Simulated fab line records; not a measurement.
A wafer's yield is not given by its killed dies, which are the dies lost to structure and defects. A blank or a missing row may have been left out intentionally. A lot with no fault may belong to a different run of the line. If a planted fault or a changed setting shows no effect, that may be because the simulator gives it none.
A struck lot beside a sound one | flow n5_finfet | 24 out of 1938 route steps
Sound: these wafers, L467.2, L467.3, L467.4. Wafers struck: L477.1, L477.2, L477.4. At the end, the cause is stated.
At each step with rows: each side's tool, then ch and its chambers, then its first start. Under that, the readings that differ: sound wafers | struck wafers | difference of the means | sigmas: that difference in standard deviations of wafers without a fault.
alike: same words and numbers on both sides, and readings whose means sit less than 2 such deviations apart. not compared: any withheld reading, any reading some wafer has no value for, any bound like >300 that may hide the same value, and any number with overlapping values for which the record gives no deviation.
Wherever a step has rows on one side only, a row that says differs or no value, or a row with sigmas, the two part there. Numbers that have no deviation but don't overlap get no sigmas and don't part them. Lack of a reading on every wafer of one side parts them only where that side has two or more wafers.

first, 11 steps without rows for these wafers: N5_GATE_CUT_VAPOR_ETCH_60 (etches HfO2 in BCl3/Cl2); N5_GATE_CUT_ETCH_58 (etches SiNx in CH3F/O2, target depth 17 nm, time 128.6 s); N5_GATE_CUT_STRIP_59 (strips in N2/H2, time 20 s); N5_GATE_CUT_PRECLEAN_31 (cleans in DIW, time 300 s); N5_GATE_CUT_SRD_32 (time 30 s); N5_GATE_CUT_SAC_CAP_01 (material SiNx, target thk 24 nm, pulse time 1 s, ald cycles 480); N5_GATE_CUT_PECVD_57 (deposits SiNx from SiH4/NH3/N2, target thk 21 nm); N5_GATE_CUT_CMP_02 (polishes, stops on SiO2, t overpolish 12.7 s, target thk 0 nm); N5_GATE_CUT_HM_DEP_46 (deposits SiO2 from TEOS/O2, target thk 130 nm, time 26.6 s); N5_GATE_CUT_COAT_34 (time 60 s, resist thk 60 nm); N5_GATE_CUT_COAT_35 (time 60 s, resist thk 10 nm).
N5_GATE_CUT_COAT_27: time 60 s, resist thk 10 nm.
  sound on litho_track-05 ch 0, day 5 08:22; struck on litho_track-05 ch 0, day 7 18:29
  reading                                          | sound                | struck               | difference | sigmas
  spin_speed_rpm (rpm)                             | 1500.0 1499.8 1499.7 | 1583.2 1584.4 1583.4 | +83.8      | +95
  model.underlayer_of_GATE_CUT_COAT_27.thk_nm (nm) | 10 10 10             | 9.6 9.6 9.6          | -0.4       |
  alike: exhaust_pa
then, 7 steps without rows for these wafers: N5_GATE_CUT_COAT_07 (resist thk 30 nm); N5_GATE_CUT_EBR_09; N5_GATE_CUT_SOFTBAKE_08 (time 60 s); N5_GATE_CUT_EXPOSE_10 (exposes mask GATE CUT, target cd 20 nm); N5_GATE_CUT_PEB_11 (peb time 60 s); N5_GATE_CUT_DEVELOP_12 (develop time 30 s); N5_GATE_CUT_DESCUM_18 (chemistry O2, time 7 s).
N5_GATE_CUT_ETCH_28: etches underlayer in N2/H2, target depth 13 nm, time 10.4 s.
  sound on rie_diel-05 ch 0,1,2, day 5 08:48; struck on rie_diel-02 ch 1,2,3, day 7 19:01
  reading                                       | sound             | struck            | difference | sigmas
  etch_rf_on_time_s (s)                         | 10.60 10.38 10.42 | 9.96 9.97 10.00   | -0.49      | -4
  rf_hours_counter_h (h)                        | 182 209 192       | 157 168 29        | -76        |
  model.CAR-EUV_of_GATE_CUT_COAT_07.thk_nm (nm) | 14.8 14.8 14.8    | 15 15.2 15.2      | +0         |
  model.etch.depth_nm (nm)                      | 9.982 9.958 9.96  | 9.675 9.697 9.677 | -0.284     |
  alike: drypump_motor_current_A, oes_product_au, rf_vpp_V, showerhead_plenum_p_Torr, throttle_valve_pct
N5_GATE_CUT_ETCH_36: etches SiARC in CF4, target depth 13 nm, time 21.7 s.
  sound on rie_diel-05 ch 0,1,2, day 5 08:49; struck on rie_diel-02 ch 1,2,3, day 7 19:02
  reading                                       | sound       | struck      | difference | sigmas
  rf_hours_counter_h (h)                        | 182 209 192 | 157 168 29  | -76        |
  model.CAR-EUV_of_GATE_CUT_COAT_07.thk_nm (nm) | 7 7.2 7.2   | 7.4 7.4 7.4 | +0.3       |
  alike: drypump_motor_current_A, etch_rf_on_time_s, oes_product_au, rf_vpp_V, showerhead_plenum_p_Torr, throttle_valve_pct
then, 1 step without rows for these wafers: N5_GATE_CUT_ETCH_37 (etches SOC in N2/H2, target depth 60 nm, overetch 12 nm, time 90 s).
-- here the record skips 3 days between the struck wafers' starts before and after, leaving off in module GATE_CUT and picking up in module BEOL_M4 (first step shown: number 1111 of the route) --
N5_BEOL_M4_RC_MEAS_101:
  sound on prober-01 ch 0, day 8 18:37; struck on prober-01 ch 0, day 11 04:12
  alike: DIBL_N, DIBL_P, IOFF_N, IOFF_P, ION_N, ION_P, SS_N, SS_P, VT_N, VT_P
following that, these wafers have no rows for 1 step: N5_PASSIVATION_PROBE_49.

== WHERE THEY PART ==
At N5_GATE_CUT_COAT_27 first; at N5_GATE_CUT_ETCH_28 last (within this record only). Later steps at which nothing parts them and some readings are alike: N5_GATE_CUT_ETCH_36, N5_BEOL_M4_RC_MEAS_101.

WHY: what had been put in by the simulator
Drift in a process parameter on litho_track-05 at N5_GATE_CUT_COAT_27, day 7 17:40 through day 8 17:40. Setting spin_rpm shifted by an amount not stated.
